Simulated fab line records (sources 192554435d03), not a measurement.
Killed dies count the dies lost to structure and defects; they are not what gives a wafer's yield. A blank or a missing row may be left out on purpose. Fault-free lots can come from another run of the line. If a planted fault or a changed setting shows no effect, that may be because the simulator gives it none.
Which of the tools did it? / flow n5_finfet / Sampling: 11 lots, 30 wafers, 4 of 1938 route steps

== WHAT EACH GAUGE READ, for each wafer ==
N5_BEOL_M6_THK_MEAS_01. Usual: M6_ILD_THK 155.0 nm, standard deviation 1.9.
lot=L473; measured=day 9 02:47; on=film_metro-01; M6_ILD_THK (nm)=151.1 152.2 153.4; flag=
lot=L475; measured=day 9 12:50; on=film_metro-02; M6_ILD_THK (nm)=155.2 155.4 158.2; flag=
lot=L478; measured=day 10 06:00; on=film_metro-01; M6_ILD_THK (nm)=152.9 157.1 157.2; flag=
lot=L476; measured=day 10 09:18; on=film_metro-01; M6_ILD_THK (nm)=154.3 154.8 156.9; flag=
lot=L484; measured=day 12 18:50; on=film_metro-01; M6_ILD_THK (nm)=110.8 153.6; flag=OFF
lot=L482; measured=day 12 19:29; on=film_metro-01; M6_ILD_THK (nm)=112.1 155.9; flag=OFF
lot=L487; measured=day 12 23:16; on=film_metro-01; M6_ILD_THK (nm)=110.5 153.7; flag=OFF
lot=L488; measured=day 13 06:26; on=film_metro-01; M6_ILD_THK (nm)=150.4 155.2 155.6; flag=
lot=L490; measured=day 14 03:43; on=film_metro-01; M6_ILD_THK (nm)=155.9 158.6 158.7; flag=
lot=L493; measured=day 14 09:48; on=film_metro-02; M6_ILD_THK (nm)=157.0 151.1 156.7; flag=
lot=L495; measured=day 15 11:04; on=film_metro-02; M6_ILD_THK (nm)=153.5 152.1 155.8; flag=

== EACH LOT AND THE TOOL THAT RAN IT (in order: tool; ch and the chambers of the sampled wafers; start) ==
lot=L473; N5_BEOL_M5_PRE_CLEAN_45=pvd_sputter-02, day 8 20:01; N5_BEOL_M5_ANNEAL_84=pvd_sputter-02, day 8 22:58; N5_BEOL_M6_ILD_DEP_00=pecvd-03 ch 0,1,2, day 9 02:13
lot=L475; N5_BEOL_M5_PRE_CLEAN_45=pvd_sputter-03, day 9 04:52; N5_BEOL_M5_ANNEAL_84=pvd_sputter-01, day 9 08:56; N5_BEOL_M6_ILD_DEP_00=pecvd-02 ch 0,1, day 9 12:14
lot=L478; N5_BEOL_M5_PRE_CLEAN_45=pvd_sputter-02, day 9 23:25; N5_BEOL_M5_ANNEAL_84=pvd_sputter-01, day 10 02:13; N5_BEOL_M6_ILD_DEP_00=pecvd-03 ch 0,1,2, day 10 05:25
lot=L476; N5_BEOL_M5_PRE_CLEAN_45=pvd_sputter-03, day 10 00:38; N5_BEOL_M5_ANNEAL_84=pvd_sputter-03, day 10 04:01; N5_BEOL_M6_ILD_DEP_00=pecvd-03 ch 0,1,2, day 10 07:16
lot=L484; N5_BEOL_M5_PRE_CLEAN_45=pvd_sputter-01, day 12 11:56; N5_BEOL_M5_ANNEAL_84=pvd_sputter-01, day 12 15:01; N5_BEOL_M6_ILD_DEP_00=pecvd-03 ch 1,2, day 12 18:14
lot=L482; N5_BEOL_M5_PRE_CLEAN_45=pvd_sputter-01, day 12 12:43; N5_BEOL_M5_ANNEAL_84=pvd_sputter-03, day 12 15:39; N5_BEOL_M6_ILD_DEP_00=pecvd-03 ch 1,2, day 12 18:53
lot=L487; N5_BEOL_M5_PRE_CLEAN_45=pvd_sputter-02, day 12 16:29; N5_BEOL_M5_ANNEAL_84=pvd_sputter-02, day 12 19:29; N5_BEOL_M6_ILD_DEP_00=pecvd-03 ch 0,2, day 12 22:42
lot=L488; N5_BEOL_M5_PRE_CLEAN_45=pvd_sputter-02, day 12 23:50; N5_BEOL_M5_ANNEAL_84=pvd_sputter-02, day 13 02:38; N5_BEOL_M6_ILD_DEP_00=pecvd-02 ch 0,1, day 13 05:51
lot=L490; N5_BEOL_M5_PRE_CLEAN_45=pvd_sputter-03, day 13 20:53; N5_BEOL_M5_ANNEAL_84=pvd_sputter-03, day 13 23:53; N5_BEOL_M6_ILD_DEP_00=pecvd-04 ch 1,2, day 14 03:08
lot=L493; N5_BEOL_M5_PRE_CLEAN_45=pvd_sputter-01, day 14 02:22; N5_BEOL_M5_ANNEAL_84=pvd_sputter-01, day 14 05:39; N5_BEOL_M6_ILD_DEP_00=pecvd-04 ch 0,2, day 14 09:12
lot=L495; N5_BEOL_M5_PRE_CLEAN_45=pvd_sputter-01, day 15 04:03; N5_BEOL_M5_ANNEAL_84=pvd_sputter-01, day 15 06:52; N5_BEOL_M6_ILD_DEP_00=pecvd-04 ch 1,2, day 15 10:29
- N5_BEOL_M5_PRE_CLEAN_45: time 30 s.
- N5_BEOL_M5_ANNEAL_84: time 1800 s.
- N5_BEOL_M6_ILD_DEP_00: deposits SiCOH lowk from DEMS/porogen, target thk 179.75 nm, time 33.4 s.

== AS READ BY THE TOOLS THEMSELVES (means over the sampled wafers that have a number; for cases with no such wafer, the mark the record gives instead) ==
N5_BEOL_M5_PRE_CLEAN_45. Usual: heater_power_w 329 W, standard deviation 32; susceptor_temp_C 250.02 C, standard deviation 0.18.
lot=L473; tool=pvd_sputter-02; heater_power_w (W)=329; susceptor_temp_C (C)=250.09; flag=
lot=L475; tool=pvd_sputter-03; heater_power_w (W)=337; susceptor_temp_C (C)=249.93; flag=
lot=L478; tool=pvd_sputter-02; heater_power_w (W)=368; susceptor_temp_C (C)=250.17; flag=
lot=L476; tool=pvd_sputter-03; heater_power_w (W)=310; susceptor_temp_C (C)=250.06; flag=
lot=L484; tool=pvd_sputter-01; heater_power_w (W)=317; susceptor_temp_C (C)=250.01; flag=
lot=L482; tool=pvd_sputter-01; heater_power_w (W)=310; susceptor_temp_C (C)=249.96; flag=
lot=L487; tool=pvd_sputter-02; heater_power_w (W)=362; susceptor_temp_C (C)=250.22; flag=
lot=L488; tool=pvd_sputter-02; heater_power_w (W)=377; susceptor_temp_C (C)=249.99; flag=
lot=L490; tool=pvd_sputter-03; heater_power_w (W)=317; susceptor_temp_C (C)=250.23; flag=
lot=L493; tool=pvd_sputter-01; heater_power_w (W)=332; susceptor_temp_C (C)=249.91; flag=
lot=L495; tool=pvd_sputter-01; heater_power_w (W)=325; susceptor_temp_C (C)=249.77; flag=

N5_BEOL_M5_ANNEAL_84. Usual: heater_power_w 816 W, standard deviation 75; susceptor_temp_C 400.00 C, standard deviation 0.24; susceptor_temp_C_max 401.1, standard deviation 0.39.
lot=L473; tool=pvd_sputter-02; heater_power_w (W)=903; susceptor_temp_C (C)=399.94; susceptor_temp_C_max=401.0; flag=
lot=L475; tool=pvd_sputter-01; heater_power_w (W)=754; susceptor_temp_C (C)=399.99; susceptor_temp_C_max=401.1; flag=
lot=L478; tool=pvd_sputter-01; heater_power_w (W)=823; susceptor_temp_C (C)=399.75; susceptor_temp_C_max=401.2; flag=
lot=L476; tool=pvd_sputter-03; heater_power_w (W)=766; susceptor_temp_C (C)=399.84; susceptor_temp_C_max=400.6; flag=
lot=L484; tool=pvd_sputter-01; heater_power_w (W)=850; susceptor_temp_C (C)=399.91; susceptor_temp_C_max=401.1; flag=
lot=L482; tool=pvd_sputter-03; heater_power_w (W)=771; susceptor_temp_C (C)=399.95; susceptor_temp_C_max=401.2; flag=
lot=L487; tool=pvd_sputter-02; heater_power_w (W)=876; susceptor_temp_C (C)=399.88; susceptor_temp_C_max=401.2; flag=
lot=L488; tool=pvd_sputter-02; heater_power_w (W)=840; susceptor_temp_C (C)=400.05; susceptor_temp_C_max=401.4; flag=
lot=L490; tool=pvd_sputter-03; heater_power_w (W)=803; susceptor_temp_C (C)=400.02; susceptor_temp_C_max=401.0; flag=
lot=L493; tool=pvd_sputter-01; heater_power_w (W)=807; susceptor_temp_C (C)=400.03; susceptor_temp_C_max=401.3; flag=
lot=L495; tool=pvd_sputter-01; heater_power_w (W)=837; susceptor_temp_C (C)=399.90; susceptor_temp_C_max=401.5; flag=

N5_BEOL_M6_ILD_DEP_00. Usual: heater_power_w 295 W, standard deviation 41; showerhead_plenum_p_Torr 5.740 Torr, standard deviation 0.014; showerhead_vpp_V 1395 V, standard deviation 110; susceptor_temp_C 299.96 C, standard deviation 0.18; throttle_valve_pct 14.1 %, standard deviation 1.2.
lot=L473; tool=pecvd-03; heater_power_w (W)=299; showerhead_plenum_p_Torr (Torr)=5.739; showerhead_vpp_V (V)=1441; susceptor_temp_C (C)=299.87; throttle_valve_pct (%)=13.9; flag=
lot=L475; tool=pecvd-02; heater_power_w (W)=289; showerhead_plenum_p_Torr (Torr)=5.726; showerhead_vpp_V (V)=1402; susceptor_temp_C (C)=300.03; throttle_valve_pct (%)=14.4; flag=
lot=L478; tool=pecvd-03; heater_power_w (W)=274; showerhead_plenum_p_Torr (Torr)=5.738; showerhead_vpp_V (V)=1435; susceptor_temp_C (C)=299.85; throttle_valve_pct (%)=14.1; flag=
lot=L476; tool=pecvd-03; heater_power_w (W)=298; showerhead_plenum_p_Torr (Torr)=5.738; showerhead_vpp_V (V)=1425; susceptor_temp_C (C)=299.93; throttle_valve_pct (%)=14.0; flag=
lot=L484; tool=pecvd-03; heater_power_w (W)=292; showerhead_plenum_p_Torr (Torr)=5.736; showerhead_vpp_V (V)=1428; susceptor_temp_C (C)=300.01; throttle_valve_pct (%)=14.2; flag=
lot=L482; tool=pecvd-03; heater_power_w (W)=300; showerhead_plenum_p_Torr (Torr)=5.737; showerhead_vpp_V (V)=1428; susceptor_temp_C (C)=299.65; throttle_valve_pct (%)=14.4; flag=
lot=L487; tool=pecvd-03; heater_power_w (W)=325; showerhead_plenum_p_Torr (Torr)=5.735; showerhead_vpp_V (V)=1348; susceptor_temp_C (C)=299.56; throttle_valve_pct (%)=13.1; flag=
lot=L488; tool=pecvd-02; heater_power_w (W)=291; showerhead_plenum_p_Torr (Torr)=5.736; showerhead_vpp_V (V)=1379; susceptor_temp_C (C)=299.88; throttle_valve_pct (%)=15.0; flag=
lot=L490; tool=pecvd-04; heater_power_w (W)=250; showerhead_plenum_p_Torr (Torr)=5.737; showerhead_vpp_V (V)=1358; susceptor_temp_C (C)=300.01; throttle_valve_pct (%)=14.0; flag=
lot=L493; tool=pecvd-04; heater_power_w (W)=257; showerhead_plenum_p_Torr (Torr)=5.735; showerhead_vpp_V (V)=1310; susceptor_temp_C (C)=299.87; throttle_valve_pct (%)=13.6; flag=
lot=L495; tool=pecvd-04; heater_power_w (W)=302; showerhead_plenum_p_Torr (Torr)=5.761; showerhead_vpp_V (V)=1420; susceptor_temp_C (C)=300.10; throttle_valve_pct (%)=14.2; flag=

== THE ANSWER, worked out from the rows above alone ==
Rule: lot off if the mean of its wafers having a number is beyond 3 standard deviations from the usual mean. A lot without any number at a reading at which 4 lots or more have one is off too. Where the step has rows for the other lots, those lots are counted as sound. First the gauges in route order, then the tools' own readings, where a lot's mean is used as printed above. At the first step where some lot is off, the reading lying furthest off is the one used; lots without a number count as furthest.
Off: L484, L482, L487, at N5_BEOL_M6_THK_MEAS_01 (M6_ILD_THK).
A tool fits if, at a process step before that reading, it ran every lot that is off, and no sound lot after the first of them. The gauges at N5_BEOL_M6_THK_MEAS_01 are tried like those tools. One fits: pecvd-03 at N5_BEOL_M6_ILD_DEP_00. Its last sound lot is L476 (day 10 07:16), its first lot that is off L484 (day 12 18:14): a fault that began between those two fits.

== WHAT THE SIMULATOR HAD INSERTED ==
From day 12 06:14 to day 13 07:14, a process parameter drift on pecvd-03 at N5_BEOL_M6_ILD_DEP_00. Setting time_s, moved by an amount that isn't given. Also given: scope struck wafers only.
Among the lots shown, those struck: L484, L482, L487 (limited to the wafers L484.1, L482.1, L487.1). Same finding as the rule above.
